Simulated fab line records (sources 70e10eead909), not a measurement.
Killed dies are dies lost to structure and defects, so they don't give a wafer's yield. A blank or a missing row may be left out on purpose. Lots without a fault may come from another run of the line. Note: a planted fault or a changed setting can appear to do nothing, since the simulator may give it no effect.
Check of tool commonality | flow nand_harc | 21 wafers sampled across 7 lots

## WHY THIS WAS OPENED
Flagged at NHARC_END_SORT_01: reading killed_at_array, on 3 of 7 lots. Wafers without a fault read 55, standard deviation 17.
Rule: a lot is flagged in two cases, either no wafer of it has a number, or all its wafers with numbers fall more than 4 standard deviations from that mean. All remaining lots are regarded as sound.

lot  | measured     | on        | killed_at_array, wafer by wafer | flag
L554 | day 27 01:24 | prober-01 | 24 23 22                        |
L553 | day 27 14:11 | prober-02 | 73 71 70                        |
L556 | day 27 16:14 | prober-01 | 75 81 75                        |
L557 | day 27 20:23 | prober-02 | 30 31 25                        |
L559 | day 28 17:29 | prober-02 | 676 670 674                     | FLAGGED
L558 | day 28 18:16 | prober-01 | 668 667 668                     | FLAGGED
L560 | day 29 01:13 | prober-01 | 670 671 665                     | FLAGGED
The mean of the flagged lots' numbers is 670, +615 from the usual (+36 standard deviations).

## LOT BY LOT: THE TOOL USED
The record holds 3 process steps before the reading, out of a route of 1302 steps. In each cell: the tool, then ch and the chambers that the sampled wafers went through, then the start.
lot  | flag    | NHARC_A_CHANNEL_HOLE_D2_ETCH_20  | NHARC_A_CHANNEL_HOLE_D2_ETCH_23  | NHARC_A_CHANNEL_FILL_D2_CMP_10
L554 |         | har_etch-01 ch 0,1, day 15 04:39 | har_etch-01 ch 0,1, day 15 06:07 | cmp-01 ch 0,2,3, day 17 11:04
L553 |         | har_etch-01 ch 0,1, day 14 19:29 | har_etch-01 ch 0,1, day 14 21:01 | cmp-04 ch 0,1,2, day 16 23:53
L556 |         | har_etch-01 ch 0, day 16 03:52   | har_etch-01 ch 0, day 16 05:16   | cmp-04 ch 1,2,3, day 18 09:28
L557 |         | har_etch-01 ch 0,1, day 16 07:58 | har_etch-01 ch 0,1, day 16 09:17 | cmp-01 ch 0,2,3, day 18 15:33
L559 | FLAGGED | har_etch-01 ch 0,1, day 17 12:44 | har_etch-01 ch 0,1, day 17 14:05 | cmp-03 ch 0,2,3, day 19 17:19
L558 | FLAGGED | har_etch-02 ch 0,1, day 17 10:10 | har_etch-02 ch 0,1, day 17 11:32 | cmp-01 ch 0,1,3, day 19 17:20
L560 | FLAGGED | har_etch-02 ch 0,1, day 17 14:17 | har_etch-02 ch 0,1, day 17 15:36 | cmp-04 ch 0,1,3, day 19 20:59
These steps, and what they do:
- NHARC_A_CHANNEL_HOLE_D2_ETCH_20: etches the open film in C4F8/O2/Ar, time 361.9 s, target depth 1600 nm.
- NHARC_A_CHANNEL_HOLE_D2_ETCH_23: etches the open film in C4F8/O2/Ar, time 819 s, target depth 1600 nm.
- NHARC_A_CHANNEL_FILL_D2_CMP_10: polishes, target thk 150 nm.
- NHARC_END_SORT_01

## FLAGGED AGAINST TOTAL, ONE TOOL AT A TIME (gauges that did the reading follow at the end)
step                            | tool        | lots run | flagged | share of the flagged lots | sound lots run after its first flagged lot
NHARC_A_CHANNEL_HOLE_D2_ETCH_20 | har_etch-01 | 5        | 1       | some                      | 0
NHARC_A_CHANNEL_HOLE_D2_ETCH_20 | har_etch-02 | 2        | 2       | some                      | 0
NHARC_A_CHANNEL_HOLE_D2_ETCH_23 | har_etch-01 | 5        | 1       | some                      | 0
NHARC_A_CHANNEL_HOLE_D2_ETCH_23 | har_etch-02 | 2        | 2       | some                      | 0
NHARC_A_CHANNEL_FILL_D2_CMP_10  | cmp-01      | 3        | 1       | some                      | 0
NHARC_A_CHANNEL_FILL_D2_CMP_10  | cmp-03      | 1        | 1       | some                      | 0
NHARC_A_CHANNEL_FILL_D2_CMP_10  | cmp-04      | 3        | 1       | some                      | 0
NHARC_END_SORT_01               | prober-01   | 4        | 2       | some                      | 0
NHARC_END_SORT_01               | prober-02   | 3        | 1       | some                      | 0

## WHAT THE TABLE PERMITS
No row of the table ran every flagged lot.

## WHAT THE SIMULATOR PUT IN
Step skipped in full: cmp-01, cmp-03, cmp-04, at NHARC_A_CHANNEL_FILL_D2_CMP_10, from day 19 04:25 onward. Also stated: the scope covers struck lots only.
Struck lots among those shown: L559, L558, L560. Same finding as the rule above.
